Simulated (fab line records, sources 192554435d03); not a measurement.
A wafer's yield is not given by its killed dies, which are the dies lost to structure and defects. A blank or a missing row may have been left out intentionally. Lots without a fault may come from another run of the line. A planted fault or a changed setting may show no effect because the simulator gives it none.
Comparing a struck lot with a sound one -- flow n5_finfet -- 39 steps out of a route of 1938
Sound: wafers L880.1, L880.2, L880.6. Struck: wafer L885.2 (L885.4, L885.5, from the same lot, were not struck and are left out); the cause is given at the end.
At each step with rows: each side's tool, then ch and its chambers, then its first start. Under that, the readings that differ: sound wafers -- struck wafers -- difference of the means -- sigmas: that difference in standard deviations of wafers without a fault.
alike: a reading whose means differ by less than 2 such deviations, as well as words and numbers matching on both sides. not compared: withheld readings; readings where some wafer has no value; bounds like >300 that might hide an equal value; numbers whose values overlap and for which the record gives no deviation.
Wherever a step has rows on one side only, a row that says differs or no value, or a row with sigmas, the two part there. Numbers that don't overlap but have no deviation are shown without sigmas and don't part them. A reading that every wafer of one side lacks parts them only if that side has two wafers or more.

first, 9 steps without rows for these wafers: N5_HKMG_FIN_SOFTBAKE_07 (time 60 s); N5_HKMG_FIN_EXPOSE_09 (exposes mask NWFM); N5_HKMG_FIN_PEB_10 (peb time 60 s); N5_HKMG_FIN_DEVELOP_11 (develop time 30 s); N5_HKMG_FIN_DESCUM_17 (chemistry O2, time 7.9 s); N5_HKMG_FIN_ETCH_31 (etches SiARC in CF4, target depth 45.5 nm, time 75.8 s); N5_HKMG_FIN_ETCH_32 (etches SOC in N2/H2, target depth 240 nm, time 300 s); N5_HKMG_FIN_STRIP_33 (strips in N2/H2); N5_HKMG_FIN_STRIP_34 (strips in CF4).
N5_HKMG_FIN_ETCH_35: etches SOC in N2/H2, target depth 215.8 nm, time 243.4 s.
  sound on rie_diel-03 ch 1,2,3, day 7 12:27; struck on rie_diel-06 ch 1, day 8 15:50
reading,sound,struck,difference,sigmas
run_length_s (s),267.2 266.8 266.5,189.6,-77.2,-99 or more
model.etch.depth_nm (nm),210 225.8 213.9,150.2,-66.4,
model.HKMG_FIN.feature_depth_nm (nm),210 225.8 214,150.2,-66.4,
model.SOC_of_HKMG_FIN_COAT_29.thk_nm (nm),89.8 73.6 84.4,150,+67,
  alike: drypump_motor_current_A, oes_product_au, rf_vpp_V, showerhead_plenum_p_Torr, throttle_valve_pct
  not compared: rf_hours_counter_h
N5_HKMG_FIN_STRIP_92: strips SOC in N2/H2, time 20 s.
  sound on rie_diel-03 ch 1,2,3, day 7 12:36; struck on rie_diel-06 ch 1, day 8 15:59
reading,sound,struck,difference,sigmas
model.SOC_of_HKMG_FIN_COAT_29.thk_nm (nm),79.6 63 74.4,139.6,+67.3,
  alike: drypump_motor_current_A, oes_product_au, rf_vpp_V, showerhead_plenum_p_Torr, throttle_valve_pct
  not compared: rf_hours_counter_h
then, 26 steps without rows for these wafers: N5_HKMG_FIN_WET_ETCH_18 (etches TiN in SC1, time 55 s, target depth 5.2 nm, rinse time 30 s); N5_HKMG_FIN_STRIP_19 (strips in N2/H2, time 360 s); N5_HKMG_FIN_ALD_91 (deposits TiN, target thk 1 nm, pulse time 1 s, purge time 3 s); N5_HKMG_FIN_COAT_85 (time 60 s, resist thk 300 nm); N5_HKMG_FIN_ETCH_86 (etches SOC in N2/H2, stops on TiN, target depth 393.2 nm); N5_HKMG_FIN_STRIP_89 (strips SOC in N2/H2, time 20 s); N5_HKMG_FIN_WET_ETCH_87 (etches TiN in SC1, time 154.2 s, target depth 4.7 nm, rinse time 30 s); N5_HKMG_FIN_STRIP_88 (strips in N2/H2, time 360 s); N5_HKMG_FIN_NWFM_ALD_20 (deposits TiAlC, target thk 2 nm, pulse time 3 s, purge time 2 s); N5_HKMG_FIN_ALD_71 (deposits TiN, target thk 1 nm, pulse time 1 s, purge time 3 s); N5_HKMG_FIN_COAT_66 (time 60 s, resist thk 300 nm); N5_HKMG_FIN_ETCH_67 (etches SOC in N2/H2, stops on TiN, target depth 388.9 nm); N5_HKMG_FIN_STRIP_90 (strips SOC in N2/H2, time 20 s); N5_HKMG_FIN_WET_ETCH_73 (etches the open film in SC1, time 42.3 s, target depth 1.3 nm, rinse time 30 s); N5_HKMG_FIN_ETCHBACK_68 (etches the open film in Cl2/Ar, stops on HfO2, target depth 0.5 nm); N5_HKMG_FIN_STRIP_69 (strips in N2/H2, time 360 s); N5_HKMG_FIN_ALD_21 (deposits TiN, target thk 1.5 nm, pulse time 1 s, purge time 3 s); N5_HKMG_FIN_ALD_72 (deposits W, target thk 2 nm, pulse time 1 s, purge time 2 s); N5_HKMG_FIN_W_FILL_22 (material W, target thk 60 nm, time 18.2 s); N5_HKMG_FIN_PRECLEAN_83 (cleans in DIW, time 57.5 s); N5_HKMG_FIN_SRD_84 (dry time 32 s); N5_HKMG_FIN_CMP_23 (polishes, stops on SiNx, t overpolish 10 s, target thk 46.326 nm); N5_HKMG_FIN_CMP_94 (polishes, stops on SiNx, t overpolish 4.7 s, target thk 43.299 nm); N5_GATE_CUT_ETCHBACK_00 (etches W in SF6/Cl2); N5_GATE_CUT_ETCH_56 (etches TiN in Cl2/Ar, target depth 21.6 nm); N5_GATE_CUT_ETCHBACK_30 (etches TiN in Cl2/Ar, target depth 3 nm).
-- the record jumps here: 6 days lie between the struck wafers' starts before and after (it left off in module GATE_CUT and takes up again in module BEOL_M4, whose first step shown is number 1111 of the route) --
N5_BEOL_M4_RC_MEAS_101:
  sound on prober-01 ch 0, day 13 03:07; struck on prober-02 ch 0, day 14 11:38
reading,sound,struck,difference,sigmas
IOFF_N (nA/um),0.21 0.26 0.19,0.10,-0.12,-4
IOFF_N_LIN (nA/um),0.090 0.107 0.085,0.046,-0.048,-4
IOFF_N_LONG (nA/um),5.51e-05 5.63e-05 5.5e-05,3.67e-05,-1.88e-05,-8
ION_N (uA/um),681 704 693,468,-225,-19
SS_N (mV/dec),72.8 73.4 72.3,71.1,-1.7,-3
VT_N (mV),245 245 247,263,+17,+5
VT_N_LONG (mV),273.0 273.8 271.0,295.2,+22.6,+12
VT_N_LVT (mV),94 91 96,114,+20,+7
  alike: DIBL_N, DIBL_P, IOFF_P, ION_P, SS_P, VT_P
-- record jumps: 4 days separate the struck wafers' starts on either side; left off in module BEOL_M4, taken up again in module PASSIVATION, whose first shown step is the route's number 1936 --
N5_PASSIVATION_PROBE_49:
  struck on prober-02, day 18 17:49; sound on prober-02, day 17 05:38
reading,sound,struck,difference,sigmas
sort_bin_8_speed (%),0 0,92.63,+92.63,+99 or more
sort_n_pass,1087 1084,0,-1086,-72
sort_yield_pct (%),92.1 91.9,0,-92,-77
  alike: defect_limited_yield, killed_at_M0_to_M3, killed_at_M4_up, killed_at_contacts, killed_at_front_end, killed_at_other, killed_dies, killed_open, killed_short, sort_bin_5_function, sort_bin_6_memory

## WHERE THEY PART
At N5_HKMG_FIN_ETCH_35 first; at N5_PASSIVATION_PROBE_49 last (within this record only).

WHY: the cause the simulator had injected
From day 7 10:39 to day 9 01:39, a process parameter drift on rie_diel-06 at N5_HKMG_FIN_ETCH_35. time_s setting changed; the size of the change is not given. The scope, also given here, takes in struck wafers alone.
